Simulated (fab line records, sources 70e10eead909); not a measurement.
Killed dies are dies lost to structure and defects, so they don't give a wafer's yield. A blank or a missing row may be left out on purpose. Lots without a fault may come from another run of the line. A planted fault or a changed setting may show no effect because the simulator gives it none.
fab line records | flow nand_harc
record lots=12 wafers=36 last_day=34
route steps=1302 shown P_M2@349 THIN_TSV@1262 END@1302
lots that met no fault: from a run of the same line without faults
start_h: hours from the record's first day to the start of the lot's first wafer shown | wait_h: hours since the lot's step before | " the same as in the row above | L1.1+2: a row that stands for several wafers | - no value, or no start given | * or withheld: withheld | < > ~ a bound
route shown NAME@n: a module of which the file shows steps, and the number in the route of the first | usual: mean/standard deviation of fault-free wafers | same: alike in all rows | chamber/n: place in a boat | sites: the reading at each site | _std_site: their standard deviation | _edge_site: outer sites' mean less inner sites' | radius_mm: how far each site lies from the wafer's centre | mask NAME#n: copy n | behind: the tool/chamber that last shaped the wafer | hold: why the lot was held/for how many hours/how that ended | device: the transistor (n, p or np) that didn't switch | end of line: the same wafers' tests at the end of the route | a step without rows: its recipe alone | killed: dies lost to structure and defects at the first sort, not the wafer's yield | map: a wafer's dies, x killed, . not, _ none there
set.NAME: the setting as run; set.NAME@STEP: as run at that earlier step | model.NAME: the simulator's own value behind a step, which no gauge read
steps of the route over a sample of lots; a table a step, a row a wafer
services: from which hour (start_h, from the record's first day; less than 0 if before it) a tool's chamber was out of use, for how many hours, and why
## steps
# step NHARC_P_M2_PRE_CLEAN_32
# recipe time_s=12 temp_c=370 rf_power_w=300 gas=NH3
# usual heater_power_w=603/92 susceptor_temp_C=370.00/0.23
# columns lot.wafer tool chamber start_h wait_h heater_power_w susceptor_temp_C
L556.3 pecvd-02 2 146.70 0.1 445 370.58
L556.2 " 0 " " 652 369.69
L556.4 " 1 " " 495 369.43
L558.2 pecvd-04 2 151.30 0.1 591 369.77
L558.3 " 1 " " 548 370.11
L558.6 " 2 " " 596 369.65
L559.3 pecvd-03 2 158.35 0.1 630 369.80
L559.2 " 0 " " 622 369.83
L559.6 " 2 " " 644 370.23
L560.1 pecvd-02 0 171.67 0.1 576 370.26
L560.4 " 2 " " 428 369.88
L560.5 " 0 " " 569 370.23
L562.3 pecvd-04 0 191.08 0.2 612 369.94
L562.5 " 2 " " 596 370.15
L562.4 " 1 " " 516 369.82
L567.3 pecvd-03 2 244.77 0.1 627 370.03
L567.6 " 0 " " 542 369.96
L567.5 " 1 " " 739 369.97
L570.3 pecvd-03 2 276.92 0.1 658 370.09
L570.2 " 0 " " 500 370.21
L570.5 " 2 " " 675 370.05
L574.2 pecvd-02 0 311.82 0.1 591 370.02
L574.4 " 2 " " 433 369.99
L574.5 " 1 " " 551 369.95
L577.2 pecvd-04 2 333.17 0.1 577 370.25
L577.4 " 0 " " 683 369.72
L577.5 " 1 " " 626 370.31
L576.1 pecvd-04 1 333.76 0.1 565 370.23
L576.2 " 2 " " 587 369.72
L576.4 " 1 " " 584 370.08
L578.2 pecvd-03 1 345.57 0.1 750 369.78
L578.6 " 0 " " 623 370.06
L578.4 " 1 " " 778 369.54
L579.2 pecvd-03 0 361.17 0.1 603 369.96
L579.6 " 2 " " 610 369.66
L579.4 " 0 " " 587 370.15
# step NHARC_THIN_TSV_ETCH_44
# recipe target_depth_a=15942 time_s=797.1 cf4_flow_sccm=150 o2_flow_sccm=10 ar_flow_sccm=0 rf_w=300 bias_w=800 chemistry=CF4/O2
# usual chamber_pressure_mTorr=30.001/0.027 drypump_motor_current_A=5.7/0.42 o2_flow_sccm=10.006/0.027 oes_product_au=0.997/0.0084 rf_vpp_V=792/5.1 showerhead_plenum_p_Torr=1.80/0.08 throttle_valve_pct=16.915/0.01
# columns lot.wafer tool chamber start_h wait_h chamber_pressure_mTorr drypump_motor_current_A o2_flow_sccm oes_product_au rf_hours_counter_h rf_vpp_V showerhead_plenum_p_Torr throttle_valve_pct
L558.3 rie_diel-03 3 544.96 0.1 30.002 6.0 9.970 0.994 5 800 1.91 16.908
L558.2 " 0 " " 29.989 4.9 9.967 0.998 5 789 1.76 16.927
L558.6 " 3 " " 29.975 6.0 10.019 0.990 - 799 1.91 16.917
L556.3 rie_diel-04 3 559.35 0.1 30.016 5.1 10.003 0.991 1 799 1.90 16.912
L556.4 " 0 " " 30.025 5.8 10.032 0.993 1 789 1.75 16.921
L556.2 " 2 " " 30.016 5.6 10.038 0.995 1 797 1.88 16.910
L560.4 rie_diel-03 1 585.95 0.1 29.999 6.1 9.991 0.987 9 786 1.71 16.923
L560.1 " 3 " " 30.008 6.0 10.057 0.975 8 800 1.91 16.910
L560.5 " 2 " " 29.991 6.0 9.998 0.998 - 788 1.74 16.920
L559.3 rie_diel-03 3 587.18 0.1 29.989 6.0 10.022 0.977 8 799 1.91 16.937
L559.2 " 1 " " 30.030 6.2 10.044 0.990 9 785 1.71 16.919
L559.6 " 3 " " 29.948 6.0 10.009 0.987 - 800 1.91 16.930
L562.4 rie_diel-03 2 588.40 0.1 29.983 5.9 10.007 0.986 8 788 1.74 16.894
L562.3 " 3 " " 30.007 6.0 10.017 0.984 8 799 1.91 16.924
L562.5 " 1 " " 29.990 6.1 10.069 0.989 - 787 1.71 16.910
L567.3 rie_diel-03 2 655.85 0.2 30.005 5.9 10.035 1.012 1 787 1.74 16.911
L567.5 " 0 " " 30.038 5.0 9.984 1.004 - 790 1.76 16.925
L567.6 " 1 " " 29.950 6.2 9.962 0.993 - 786 1.71 16.904
L570.2 rie_diel-03 1 676.85 0.1 29.976 6.1 9.949 1.001 2 786 1.70 16.922
L570.3 " 3 " " 29.959 6.0 10.007 0.993 2 798 1.91 16.914
L570.5 " 2 " " 29.957 5.9 10.047 1.000 - 789 1.74 16.920
L574.2 rie_diel-03 0 724.01 0.1 30.002 4.9 9.990 0.999 4 789 1.75 16.898
L574.4 " 2 " " 30.058 6.0 10.013 1.002 4 787 1.74 16.941
L574.5 " 1 " " 29.982 6.1 10.030 1.002 - 788 1.70 16.911
L576.2 rie_diel-04 0 755.92 0.1 30.033 5.9 9.974 0.997 2 787 1.74 16.928
L576.4 " 1 " " 30.052 6.2 9.981 0.992 2 792 1.80 16.894
L576.1 " 2 " " 29.988 5.6 10.061 0.991 1 797 1.88 16.913
L577.2 rie_diel-11 1 757.25 0.1 29.972 5.9 10.051 1.002 6 802 1.96 16.913
L577.4 " 3 " " 30.027 5.1 9.998 1.010 7 792 1.78 16.899
L577.5 " 1 " " 29.987 5.9 10.037 1.000 - 803 1.96 16.924
L578.2 rie_diel-03 2 758.50 0.1 29.979 5.9 9.979 1.001 6 788 1.74 16.933
L578.4 " 0 " " 30.001 5.0 10.015 1.007 7 791 1.75 16.902
L578.6 " 1 " " 30.047 6.1 9.987 0.996 - 785 1.70 16.918
L579.4 rie_diel-04 3 790.41 0.1 29.964 5.2 9.931 1.003 4 798 1.89 16.899
L579.2 " 0 " " 29.994 5.8 10.000 1.010 5 788 1.74 16.919
L579.6 " 2 " " 30.000 5.6 10.009 0.989 - 798 1.88 16.910
# step NHARC_THIN_TSV_DESCUM_35
# recipe time_s=3 o2_flow_sccm=200 ar_flow_sccm=0 bias_power_w=0 chemistry=O2
# usual chamber_pressure_mTorr=60.00/0.054 drypump_motor_current_A=5.6/0.41 o2_flow_sccm=200.0/0.59 oes_product_au=0.999/0.0085 rf_vpp_V=57.6/0.95 showerhead_plenum_p_Torr=1.88/0.085 throttle_valve_pct=11.311/0.0096
# columns lot.wafer tool chamber start_h wait_h chamber_pressure_mTorr drypump_motor_current_A o2_flow_sccm oes_product_au rf_hours_counter_h rf_vpp_V showerhead_plenum_p_Torr throttle_valve_pct
L558.3 rie_diel-03 0 550.77 - 59.94 5.0 200.4 1.005 5.6 56.6 1.83 11.303
L558.2 " 1 " " 60.06 6.1 199.7 0.990 5.6 57.3 1.77 11.308
L558.6 " 1 " " 60.11 6.1 199.6 0.989 - 57.2 1.77 11.305
L556.4 rie_diel-11 1 565.04 - 60.01 5.9 200.6 1.010 4.1 59.4 2.06 11.298
L556.3 " 3 " " 60.06 5.0 199.7 0.996 5.0 58.7 1.86 11.314
L556.2 " 0 " " 60.06 5.3 200.1 0.992 3.6 57.5 1.86 11.293
L560.1 rie_diel-11 2 591.83 - 60.05 5.7 200.1 0.998 6.3 59.0 1.82 11.314
L560.4 " 1 " " 60.12 5.9 200.2 1.010 5.3 56.9 2.06 11.314
L560.5 " 3 " " 59.93 5.0 199.3 0.999 - 59.1 1.86 11.315
L559.3 rie_diel-04 0 592.97 - 59.90 5.8 199.7 1.008 3.5 59.1 1.82 11.308
L559.2 " 2 " " 60.03 5.7 200.7 1.005 3.1 59.0 1.97 11.307
L559.6 " 0 " " 59.99 5.8 200.3 1.013 - 58.3 1.82 11.294
L562.3 rie_diel-04 1 594.33 - 59.96 6.2 199.9 0.989 3.3 57.7 1.88 11.319
L562.4 " 2 " " 60.01 5.7 199.1 0.996 3.1 58.9 1.97 11.290
L562.5 " 1 " " 60.04 6.2 200.2 0.988 - 57.1 1.88 11.320
L567.3 rie_diel-11 1 661.94 - 60.06 5.9 200.0 1.015 1.8 59.4 2.06 11.326
L567.6 " 0 " " 59.96 5.3 201.7 1.004 - 57.8 1.86 11.298
L567.5 " 1 " " 59.89 5.9 199.6 1.004 - 58.5 2.06 11.313
L570.2 rie_diel-04 0 682.69 - 60.05 5.8 200.6 1.004 7.2 55.5 1.82 11.302
L570.3 " 1 " " 59.95 6.2 200.2 0.995 7.2 56.9 1.88 11.313
L570.5 " 0 " " 59.93 5.8 201.6 0.999 - 58.1 1.82 11.314
L574.2 rie_diel-03 1 729.86 - 59.94 6.2 199.3 0.998 6.2 57.2 1.77 11.311
L574.4 " 2 " " 59.98 6.0 199.5 0.992 4.8 57.5 1.81 11.313
L574.5 " 0 " " 59.97 4.9 199.0 0.986 - 58.2 1.83 11.313
L576.4 rie_diel-03 0 761.61 - 59.90 5.0 200.0 0.998 7.1 58.6 1.83 11.316
L576.2 " 1 " " 60.05 6.1 200.6 0.997 7.6 56.2 1.77 11.306
L576.1 " 2 " " 59.96 5.9 200.0 1.006 6.2 57.1 1.81 11.322
L577.2 rie_diel-11 0 763.28 - 59.93 5.3 199.7 1.002 7.1 58.0 1.86 11.309
L577.4 " 2 " " 59.99 5.7 199.8 0.994 - 57.3 1.81 11.311
L577.5 " 3 " " 60.04 5.1 200.0 1.005 - 58.5 1.86 11.310
L578.2 rie_diel-04 3 764.26 - 59.98 5.1 200.2 0.999 2.4 58.5 1.98 11.314
L578.4 " 2 " " 60.02 5.6 200.3 0.990 1.8 56.7 1.97 11.311
L578.6 " 3 " " 59.93 5.1 200.8 1.000 - 58.9 1.98 11.325
L579.4 rie_diel-03 1 796.15 - 60.06 6.1 199.6 1.002 10.1 58.8 1.77 11.315
L579.2 " 3 " " 60.03 6.0 199.1 0.994 7.8 58.2 2.00 11.298
L579.6 " 2 " " 59.96 6.0 200.4 1.001 - 57.6 1.81 11.324
# step NHARC_END_SORT_01
# recipe temp_c=25
# usual defect_limited_yield=91/3.1 killed_at_array=56/21 killed_at_other=1.2/1.6 killed_at_periphery=3.7/2.5 killed_dies=61/21 killed_open=3.1/1.8 killed_short=2.8/1.7
# same gross_dies=677
# columns lot.wafer tool chamber start_h wait_h defect_limited_yield[%] killed_at_array killed_at_other killed_at_periphery killed_dies killed_open killed_short
L567.3 prober-02 0 673.28 3.1 85 22 3 78 103 5 4
L567.5 prober-02 0 674.85 3.7 86 46 0 49 95 0 2
L567.6 prober-02 0 675.64 3.9 80 39 0 94 133 2 3
L570.2 prober-02 0 698.92 2.8 79 49 0 90 139 2 1
L570.3 prober-02 0 699.73 3.1 82 55 2 67 124 2 5
L570.5 prober-02 0 701.34 3.7 81 58 0 69 127 4 2
L578.2 prober-02 0 780.99 2.8 94 34 0 5 39 2 0
L578.4 prober-02 0 782.60 3.4 93 41 3 4 48 5 1
L578.6 prober-02 0 784.20 4.0 93 42 1 3 46 1 1
# killed by level:class
L567.3 P_M2:unspecified=70 A_CHANNEL_HOLE_D1:chamber_film_flake=13 P_GATE:chamber_film_flake=3 P_M0:geometric_particle:open=2 P_STI:chamber_film_flake=2 P_CONTACT:geometric_particle:open=1 A_SOURCE_PLATE:geometric_particle:short=1 A_ONON_D1:geometric_particle:short=1
L567.5 P_M2:unspecified=48 A_CHANNEL_HOLE_D1:chamber_film_flake=33 A_CONTACT:chamber_film_flake=3 A_ZERO_WELL:chamber_film_flake=2 A_SOURCE_PLATE:geometric_particle:short=1 A_ONON_D1:geometric_particle:short=1 P_ZERO_WELL:chamber_film_flake=1 A_CHANNEL_HOLE_D2:chamber_film_flake=1
L567.6 P_M2:unspecified=90 A_CHANNEL_HOLE_D1:chamber_film_flake=28 P_GATE:chamber_film_flake=4 A_WL_FILL:geometric_particle:short=2 A_M0:geometric_particle:open=2 A_STAIRCASE:chamber_film_flake=2 A_M1:geometric_particle:short=1 A_ZERO_WELL:chamber_film_flake=1
L570.2 P_M2:unspecified=89 A_SLIT:chamber_film_flake=16 A_CHANNEL_HOLE_D2:chamber_film_flake=11 A_CHANNEL_HOLE_D1:chamber_film_flake=10 A_SGD_CUT:chamber_film_flake=4 A_STAIRCASE:chamber_film_flake=2 A_DECK1_JOINT:geometric_particle:open=1 A_WL_FILL:geometric_particle:open=1
L570.3 P_M2:unspecified=66 A_CHANNEL_HOLE_D2:chamber_film_flake=18 A_CHANNEL_HOLE_D1:chamber_film_flake=11 A_SLIT:chamber_film_flake=10 A_SGD_CUT:chamber_film_flake=7 A_CONTACT:chamber_film_flake=2 A_CHANNEL_FILL_D1:chamber_film_flake=2 P_CONTACT:geometric_particle:open=1
L570.5 P_M2:unspecified=68 A_CHANNEL_HOLE_D2:chamber_film_flake=23 A_CHANNEL_HOLE_D1:chamber_film_flake=11 A_SLIT:chamber_film_flake=11 A_CONTACT:chamber_film_flake=3 A_WL_FILL:geometric_particle:open=2 A_STAIRCASE:chamber_film_flake=2 A_ONON_D1:geometric_particle:short=1
L578.2 A_CHANNEL_HOLE_D1:chamber_film_flake=20 A_SLIT:chamber_film_flake=11 P_CONTACT:chamber_film_flake=4 A_CHANNEL_FILL_D2:geometric_particle:open=1 A_M1:geometric_particle:open=1 P_GATE:chamber_film_flake=1 A_CONTACT:chamber_film_flake=1
L578.4 A_CHANNEL_HOLE_D1:chamber_film_flake=19 A_SLIT:chamber_film_flake=5 A_STAIRCASE:chamber_film_flake=4 STARTING-WAFER:geometric_particle:open=2 P_CONTACT:chamber_film_flake=2 A_DECK1_JOINT:chamber_film_flake=2 A_WL_FILL:chamber_film_flake=2 A_CONTACT:chamber_film_flake=2
L578.6 A_CHANNEL_HOLE_D1:chamber_film_flake=26 A_SLIT:chamber_film_flake=5 A_CONTACT:chamber_film_flake=5 P_CONTACT:chamber_film_flake=2 A_WL_FILL:chamber_film_flake=2 A_ONON_D1:geometric_particle:short=1 A_CHANNEL_HOLE_D2:geometric_particle:open=1 P_GATE:chamber_film_flake=1
## services
# columns tool chamber start_h hours kind
rie_diel-04 - 164.10 0.3 repair
rie_diel-04 - 177.90 9.0 pm
rie_diel-04 0 206.37 1.6 repair
rie_diel-04 3 218.29 5.2 repair
rie_diel-04 - 231.93 2.4 repair
rie_diel-03 3 242.42 33.7 repair
rie_diel-03 - 281.30 9.0 pm
rie_diel-03 3 349.50 3.7 repair
rie_diel-04 - 354.90 9.0 pm
rie_diel-04 2 365.87 6.0 repair
rie_diel-04 1 375.03 20.6 repair
rie_diel-03 2 424.86 1.8 repair
rie_diel-03 - 458.30 9.0 pm
rie_diel-04 0 522.14 4.0 repair
rie_diel-04 - 532.06 9.0 pm
rie_diel-03 2 592.18 1.6 repair
rie_diel-03 2 607.95 13.0 repair
rie_diel-03 - 635.30 9.0 pm
rie_diel-03 - 649.15 0.6 repair
rie_diel-03 0 652.75 2.9 repair
rie_diel-04 - 686.36 0.2 repair
rie_diel-03 1 703.60 4.1 repair
rie_diel-04 - 709.71 9.0 pm
rie_diel-03 2 772.43 8.1 repair
## key
first_sign step=NHARC_END_SORT_01 reading=killed_at_periphery direction=up sigmas=28 usual=3.7 struck=74.5
effect step=NHARC_END_SORT_01 reading=killed_dies direction=up sigmas=2.8 usual=61 struck=120 wafers_moved=4
more_kills_born_at NHARC_P_M2_PRE_CLEAN_32@pecvd-03=431
met_at NHARC_P_M2_PRE_CLEAN_32
struck_lots L567,L570
loop_trim step=NHARC_P_M2_EXPOSE_06 setting=dose lots=L570
not_acting_at NHARC_THIN_TSV_ETCH_44,NHARC_THIN_TSV_DESCUM_35
onset_between 158.35 244.77
fault kind=chamber_particle_source tool=pecvd-03 chamber=- onset_h=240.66 steps=NHARC_P_M2_PRE_CLEAN_32 rate_per_visit_cm2=1.0316 end_h=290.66
# loop_trim: a control loop set the setting to another value than it would have without faults
